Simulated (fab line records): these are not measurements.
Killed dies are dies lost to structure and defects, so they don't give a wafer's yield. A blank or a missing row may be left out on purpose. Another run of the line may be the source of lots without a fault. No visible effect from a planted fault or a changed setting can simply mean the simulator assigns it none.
fab line records    flow n5_finfet
record: lots: 9  wafers: 27  last_day: 19
route steps=1938 shown FIN_SAQP@127 BEOL_M4@1111 PASSIVATION@1936
lots that met no fault: from a run of the same line without faults
start_h: start of the lot's first displayed wafer, in hours after the record's first day    wait_h: hours elapsed since this lot's preceding step    " the same as in the row above    L1.1+2: a row that stands for several wafers    - either no value or no given start    * or withheld: withheld    < > ~ a bound
route shown NAME@n: a module of which the file shows steps, and the number in the route of the first    usual: average and standard deviation across the fault-free wafers    same: alike in all rows    chamber/n: place in a boat    sites: the reading at each site    _std_site: the values' standard deviation    _edge_site: outer sites' mean less inner sites'    radius_mm: how far each site lies from the wafer's centre    mask NAME#n: copy n    behind: tool/chamber where the wafer was last shaped    hold: why the lot went on hold/how many hours it stayed there/how the hold came to an end    device: transistor that didn't switch, given as n, p or np    end of line: at the end of the route, the tests of the same wafers    a step without rows: its recipe alone    killed: not the wafer's yield, but the dies lost to structure and defects at the first sort    map: the dies of a wafer, with x for killed, . for not killed, _ for no die there
set.NAME: the setting the step ran with; set.NAME@STEP: the setting that earlier step ran with    model.NAME: the simulator's own value behind a step, which no gauge read
route steps across a sampled set of lots; one table per step, one row per wafer
services: a tool's chamber out of use, with start hour (start_h, from the record's first day; less than 0 if before it), hours out, and reason
== steps ==
step: N5_FIN_SAQP_MANDREL1_REMOVE_56
recipe: chemistry: HBr/Cl2/O2  bt_time_s: 10  target: a-Si  stop_on: SiNx  endpoint: OES-SiCl  over_etch_frac: 1  icp_w: 600  bias_w: 22  HBr_flow_sccm: 150  Cl2_flow_sccm: 80  O2_flow_sccm: 5  pressure_mtorr: 10
usual: chamber_pressure_mTorr: 9.999/0.0094  drypump_motor_current_A: 5.8/0.47  oes_product_au: 1.007/0.019  throttle_valve_pct: 36.66/0.3
lot.wafer  tool       chamber  start_h  wait_h  chamber_pressure_mTorr  drypump_motor_current_A  oes_product_au  rf_hours_counter_h  throttle_valve_pct
L661.2     rie_si-06  0        29.52    0.1     10.009                  5.1                      0.996           65                  36.84
L661.4     "          1        "        "       10.006                  5.4                      1.000           103                 36.34
L661.6     "          3        "        "       10.000                  5.6                      1.011           -                   36.52
L662.1     rie_si-04  1        37.45    0.1     10.010                  5.8                      1.022           38                  36.39
L662.2     "          2        "        "       9.999                   6.5                      1.036           108                 37.17
L662.5     "          0        "        "       10.013                  5.9                      0.989           -                   36.37
L666.3     rie_si-06  2        59.69    0.1     9.999                   6.2                      1.028           43                  36.74
L666.5     "          3        "        "       10.007                  5.6                      1.012           -                   36.51
L666.6     "          0        "        "       9.997                   5.1                      1.008           -                   36.84
L667.2     rie_si-04  1        66.09    0.1     10.006                  5.7                      1.006           39                  36.40
L667.3     "          3        "        "       10.010                  5.4                      1.029           139                 36.71
L667.5     "          1        "        "       9.991                   5.7                      1.017           -                   36.40
L668.1     rie_si-04  0        71.80    0.1     10.009                  5.9                      0.990           23                  36.37
L668.3     "          3        "        "       10.010                  5.4                      1.031           140                 36.70
L668.4     "          1        "        "       9.987                   5.8                      1.006           39                  36.39
L677.2     rie_si-04  0        126.07   0.1     9.987                   5.9                      0.979           24                  36.37
L677.5     "          1        "        "       10.012                  5.8                      1.011           -                   36.39
L677.6     "          0        "        "       10.001                  5.9                      0.992           -                   36.36
L681.2     rie_si-05  0        150.53   0.1     10.010                  5.4                      0.977           1                   36.27
L681.5     "          3        "        "       10.009                  6.1                      0.991           -                   36.42
L681.6     "          2        "        "       9.996                   6.8                      0.986           -                   37.05
L682.1     rie_si-04  1        156.27   0.1     10.016                  5.7                      1.012           40                  36.39
L682.3     "          0        "        "       10.009                  5.9                      0.983           25                  36.36
L682.4     "          2        "        "       10.018                  6.4                      1.042           110                 37.15
L683.2     rie_si-04  0        161.81   0.1     10.005                  5.9                      0.979           25                  36.37
L683.3     "          3        "        "       10.001                  5.4                      1.021           141                 36.71
L683.5     "          0        "        "       9.990                   5.9                      0.989           -                   36.36
step: N5_FIN_SAQP_CD_MEAS_27
recipe: target_cd_nm: 20  landing_energy_ev: 1000  detector: se_inlens  polarity: line
usual: cd_nm: 20.29/0.21
lot.wafer  tool       chamber  start_h  wait_h  cd_nm
L661.2     cd_sem-02  0        29.63    0.1     20.49
L661.4     "          0        "        "       20.36
L661.6     "          0        "        "       20.01
L662.1     cd_sem-03  0        37.56    0.1     20.16
L662.2     "          0        "        "       19.73
L662.5     "          0        "        "       20.29
L666.3     cd_sem-01  0        59.81    0.1     20.42
L666.5     "          0        "        "       20.23
L666.6     "          0        "        "       20.24
L667.2     cd_sem-01  0        66.20    0.1     20.30
L667.3     "          0        "        "       20.24
L667.5     "          0        "        "       20.05
L668.1     cd_sem-03  0        71.91    0.1     20.31
L668.3     "          0        "        "       20.02
L668.4     "          0        "        "       20.14
L677.2     cd_sem-01  0        126.18   0.1     20.51
L677.5     "          0        "        "       20.85
L677.6     "          0        "        "       20.08
L681.2     cd_sem-01  0        150.64   0.1     20.23
L681.5     "          0        "        "       19.97
L681.6     "          0        "        "       20.20
L682.1     cd_sem-02  0        156.38   0.1     20.42
L682.3     "          0        "        "       20.32
L682.4     "          0        "        "       19.98
L683.2     cd_sem-02  0        161.92   0.1     20.58
L683.3     "          0        "        "       20.26
L683.5     "          0        "        "       20.23
step: N5_FIN_SAQP_ETCH_67
recipe: chemistry: CH3F/O2  target: SiNx  target_depth_a: 300  mask_material: SOC  pressure_mtorr: 30  source_w: 395  bias_w: 73  Ar_flow_sccm: 150  CH3F_flow_sccm: 30  O2_flow_sccm: 20  ion_energy_ev: 120
usual: chamber_pressure_mTorr: 30.001/0.03  drypump_motor_current_A: 5.9/0.49  oes_product_au: 0.78/0.074  rf_vpp_V: 299/3.3  showerhead_plenum_p_Torr: 2.04/0.072  throttle_valve_pct: 16.37/0.2
lot.wafer  tool         chamber  start_h  wait_h  chamber_pressure_mTorr  drypump_motor_current_A  oes_product_au  rf_hours_counter_h  rf_vpp_V  showerhead_plenum_p_Torr  throttle_valve_pct
L661.2     rie_diel-05  0        30.61    0.0     30.021                  5.7                      0.81            68                  301       2.11                      16.36
L661.4     "            0        "        "       29.966                  5.7                      0.81            -                   300       2.11                      16.36
L661.6     "            2        "        "       30.008                  5.9                      0.75            -                   299       2.07                      16.10
L662.1     rie_diel-02  3        38.38    0.0     29.981                  5.8                      0.90            46                  302       2.12                      16.40
L662.2     "            1        "        "       30.044                  5.0                      0.68            245                 295       1.97                      16.57
L662.5     "            2        "        "       29.997                  6.1                      0.73            -                   298       1.90                      16.67
L666.3     rie_diel-05  1        60.61    0.0     30.045                  4.9                      0.98            3                   296       1.97                      16.07
L666.5     "            0        "        "       30.026                  5.7                      0.79            -                   301       2.11                      16.39
L666.6     "            3        "        "       30.031                  6.4                      0.76            -                   300       2.08                      16.49
L667.2     rie_diel-03  1        66.98    0.0     30.036                  6.7                      0.77            128                 301       2.09                      16.00
L667.3     "            2        "        "       30.030                  5.8                      0.67            244                 294       1.89                      16.82
L667.5     "            0        "        "       29.972                  6.3                      0.70            -                   302       2.06                      16.41
L668.1     rie_diel-05  0        72.69    0.0     30.025                  5.7                      0.79            90                  301       2.11                      16.40
L668.3     "            1        "        "       30.015                  4.9                      0.96            9                   295       1.97                      16.07
L668.4     "            3        "        "       30.038                  6.4                      0.75            151                 300       2.08                      16.50
L677.2     rie_diel-02  1        127.08   0.0     30.010                  4.9                      0.90            19                  294       1.96                      16.14
L677.5     "            3        "        "       30.026                  5.8                      0.84            -                   301       2.11                      16.45
L677.6     "            0        "        "       29.969                  6.2                      0.74            -                   305       2.09                      16.40
L681.2     rie_diel-05  1        151.42   0.0     29.977                  4.9                      0.90            36                  293       1.96                      16.15
L681.5     "            2        "        "       29.971                  5.9                      0.71            -                   300       2.06                      16.18
L681.6     "            1        "        "       30.042                  4.9                      0.89            -                   296       1.96                      16.13
L682.1     rie_diel-05  2        157.53   0.0     29.951                  5.9                      0.70            218                 299       2.06                      16.21
L682.3     "            3        "        "       30.066                  6.4                      0.73            180                 300       2.07                      16.56
L682.4     "            1        "        "       29.973                  4.9                      0.89            39                  296       1.96                      16.14
L683.2     rie_diel-05  1        162.77   0.0     29.974                  4.9                      0.89            41                  296       1.96                      16.11
L683.3     "            3        "        "       30.015                  6.4                      0.73            181                 300       2.07                      16.55
L683.5     "            1        "        "       29.991                  4.9                      0.89            -                   296       1.96                      16.14
step: N5_FIN_SAQP_SPACER2_ALD_28
recipe: material: SiO2  target_thk_a: 81  temp_c: 300  ald_precursor_family: BDEAS  ald_co_reactant: O2-plasma  pulse_time_s: 1  purge_time_s: 2  co_reactant_purge_time_s: 2  pressure_torr: 2
usual: heater_power_w: 467/56  precursor_pulse_height_rel: 1.001/0.021  susceptor_temp_C: 300.02/0.19
same: co_reactant_purge_time_s: 2
lot.wafer  tool        chamber  start_h  wait_h  heater_power_w  precursor_pulse_height_rel  susceptor_temp_C
L661.2     ald_sin-04  1        30.88    0.1     442             1.000                       299.68
L661.4     "           2        "        "       479             1.026                       300.09
L661.6     "           2        "        "       492             1.032                       299.81
L662.1     ald_sin-04  1        38.92    0.4     426             0.996                       300.22
L662.2     "           2        "        "       488             1.041                       299.78
L662.5     "           3        "        "       431             1.002                       300.04
L666.3     ald_sin-04  3        61.80    1.0     436             0.987                       299.88
L666.5     "           0        "        "       447             1.001                       326.96
L666.6     "           3        "        "       421             0.997                       299.81
L667.2     ald_sin-04  0        67.23    0.1     438             0.976                       325.97
L667.3     "           2        "        "       467             0.993                       300.07
L667.5     "           2        "        "       488             1.001                       300.05
L668.1     ald_sin-03  3        72.93    0.1     497             1.029                       300.02
L668.3     "           0        "        "       500             1.026                       299.88
L668.4     "           2        "        "       404             0.938                       300.17
L677.2     ald_sin-01  2        127.33   0.1     470             0.996                       299.72
L677.5     "           3        "        "       551             1.018                       300.00
L677.6     "           2        "        "       451             1.054                       299.90
L681.2     ald_sin-04  2        151.66   0.1     498             1.005                       300.28
L681.5     "           0        "        "       350             0.972                       300.08
L681.6     "           3        "        "       441             1.009                       300.16
L682.1     ald_sin-04  1        157.78   0.1     426             1.035                       299.86
L682.3     "           3        "        "       442             1.029                       299.96
L682.4     "           0        "        "       362             1.008                       300.01
L683.2     ald_sin-01  2        163.01   0.1     458             0.997                       299.72
L683.3     "           1        "        "       548             1.030                       299.97
L683.5     "           3        "        "       537             1.007                       299.95
step: N5_BEOL_M4_RC_MEAS_101
usual: DIBL_N: 36.4/1.4  DIBL_P: 36.4/1.5  IOFF_N: 0.156/0.022  IOFF_P: 0.210/0.023  ION_N: 675/9.1  ION_P: 463/5.7  SS_N: 71.6/0.45  SS_P: 73.3/0.56  VT_N: 250/3.1  VT_P: -250.3/2.3
lot.wafer  tool       chamber  start_h  wait_h  DIBL_N[mV/V]  DIBL_P[mV/V]  IOFF_N[nA/um]  IOFF_P[nA/um]  ION_N[uA/um]  ION_P[uA/um]  SS_N[mV/dec]  SS_P[mV/dec]  VT_N[mV]  VT_P[mV]
L661.2     prober-01  0        202.31   0.2     36.4          38.4          0.172          0.220          680           464           71.4          73.1          248       -247.6
L661.4     "          0        "        "       34.4          36.0          0.147          0.183          676           466           71.8          73.3          251       -254.1
L661.6     "          0        "        "       35.7          37.3          0.159          0.201          680           463           71.4          73.2          252       -251.3
L662.1     prober-02  0        222.00   0.0     34.5          34.8          0.139          0.180          663           453           71.0          72.3          252       -248.9
L662.2     "          0        "        "       35.7          36.9          0.163          0.217          672           459           71.0          73.5          248       -248.0
L662.5     "          0        "        "       35.5          37.1          0.166          0.213          678           462           71.6          73.3          248       -248.4
L666.3     prober-02  0        229.45   0.3     37.7          35.4          0.175          0.232          686           474           71.6          74.0          249       -249.3
L666.5     "          0        "        "       36.1          33.3          0.140          0.197          669           459           70.9          72.9          253       -249.0
L666.6     "          0        "        "       36.7          34.6          0.151          0.211          681           470           70.9          73.6          250       -248.6
L667.2     prober-02  0        234.52   0.2     35.5          34.7          0.123          0.159          653           448           70.7          72.9          252       -256.7
L667.3     "          0        "        "       37.6          37.7          0.155          0.200          667           455           71.7          73.8          253       -252.8
L667.5     "          0        "        "       37.8          37.5          0.163          0.206          670           464           71.4          73.9          249       -251.3
L668.1     prober-01  0        241.96   0.0     36.7          39.1          0.176          0.239          683           470           72.3          74.5          245       -248.6
L668.3     "          0        "        "       38.2          40.0          0.215          0.259          691           466           71.8          73.4          243       -246.6
L668.4     "          0        "        "       35.7          37.9          0.169          0.216          676           460           71.2          73.3          245       -248.6
L677.2     prober-01  0        301.47   0.2     37.7          37.1          0.167          0.210          682           461           71.6          74.3          249       -251.9
L677.5     "          0        "        "       36.4          35.4          0.154          0.189          687           463           71.4          73.1          249       -252.3
L677.6     "          0        "        "       38.5          38.0          0.188          0.223          690           471           71.9          73.9          245       -251.3
L681.2     prober-01  0        317.64   0.2     37.2          37.8          0.178          0.224          680           465           71.8          73.4          246       -249.6
L681.5     "          0        "        "       38.5          37.8          0.199          0.230          683           464           72.1          73.7          247       -250.2
L681.6     "          0        "        "       36.9          36.5          0.160          0.202          681           466           71.9          73.5          248       -252.1
L682.1     prober-02  0        327.70   0.0     37.2          38.6          0.187          0.259          685           477           72.3          73.5          246       -249.3
L682.3     "          0        "        "       36.8          37.0          0.166          0.228          671           465           72.1          74.1          248       -249.0
L682.4     "          0        "        "       35.9          35.9          0.152          0.212          675           467           71.6          73.8          249       -250.1
L683.2     prober-02  0        342.34   0.2     37.0          38.0          0.164          0.233          669           468           71.6          73.6          250       -249.7
L683.3     "          0        "        "       35.1          36.5          0.139          0.205          669           465           71.4          72.4          252       -248.6
L683.5     "          0        "        "       36.8          38.2          0.174          0.235          676           467           71.8          72.8          249       -249.1
step: N5_PASSIVATION_PROBE_49
usual: defect_limited_yield: 91.5/1.3  killed_at_M0_to_M3: 33/10  killed_at_M4_up: 13/4  killed_at_contacts: 12/6.3  killed_at_front_end: 39/11  killed_at_other: 3.4/2.6  killed_dies: 100/15  killed_open: 65/11  killed_short: 34/7.8  sort_bin_5_function: 5.0/0.89  sort_bin_6_memory: 3.2/0.58  sort_n_pass: 1080/15  sort_yield_pct: 91.5/1.3
same: gross_dies: 1180  killed_at_back_side: 0  sort_bin_4_leakage[%]: 0  sort_bin_8_speed[%]: 0
lot.wafer  tool       chamber  start_h  wait_h  defect_limited_yield[%]  killed_at_M0_to_M3  killed_at_M4_up  killed_at_contacts  killed_at_front_end  killed_at_other  killed_dies  killed_open  killed_short  sort_bin_5_function[%]  sort_bin_6_memory[%]  sort_n_pass  sort_yield_pct[%]
L666.5     prober-01  -        342.30   0.2     91.9                     30                  6                10                  42                   7                95           65           30            4.6                     3.1                   1085         91.9
killed by level:class
L666.5 STI_FIN_REVEAL:geometric_particle:open=15 BEOL_M1:geometric_particle:open=10 MOL_CONTACT_COAG:geometric_particle:open=8 FIN_SAQP:geometric_particle:short=7 BEOL_M0_SAQP:geometric_particle:short=7 FIN_SAQP:geometric_particle:open=6 BEOL_M2:geometric_particle:open=4 BEOL_M3:geometric_particle:open=4
== services ==
tool         chamber  start_h  hours  kind
rie_si-04    -        18.42    8.1    repair
rie_si-05    3        22.38    6.4    repair
rie_diel-03  0        22.63    6.3    repair
rie_diel-05  1        29.22    -      clean
rie_diel-05  1        29.22    -      consumable_replace:focus_ring
rie_diel-05  1        29.22    22.6   scheduled_down
rie_diel-05  1        29.22    22.6   vent_cycle
rie_diel-03  -        31.94    14.6   pm
rie_diel-03  1        48.64    15.8   repair
rie_si-05    -        64.55    15.6   pm
ald_sin-01   2        75.89    7.2    repair
rie_si-06    -        83.31    4.3    pm
ald_sin-04   -        87.09    14.0   pm
ald_sin-04   0        87.09    14.0   vent_cycle
ald_sin-04   1        87.09    14.0   vent_cycle
ald_sin-04   2        87.09    14.0   vent_cycle
ald_sin-04   3        87.09    14.0   vent_cycle
rie_diel-03  -        99.11    2.8    pm
ald_sin-04   0        101.09   -      clean
ald_sin-04   1        101.09   -      clean
ald_sin-01   3        111.50   1.7    repair
ald_sin-01   3        118.03   6.7    repair
rie_diel-02  3        127.94   2.0    repair
ald_sin-03   2        156.64   36.8   repair
== key ==
first_sign: step: N5_FIN_SAQP_SPACER2_ALD_28  reading: susceptor_temp_C  direction: up  sigmas: 99+  usual: *  struck: *
effect none on later readings
met_at N5_FIN_SAQP_SPACER2_ALD_28
struck_lots L666,L667
struck_wafers L666.5,L667.2
not_acting_at N5_FIN_SAQP_MANDREL1_REMOVE_56,N5_FIN_SAQP_CD_MEAS_27,N5_FIN_SAQP_ETCH_67
fault: kind: process_parameter_drift  tool: ald_sin-04  chamber: 0  onset_h: 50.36  steps: N5_FIN_SAQP_SPACER2_ALD_28  channel: temp_c  offset: *  shape: step  end_h: 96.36  acts_in: *  stated: *
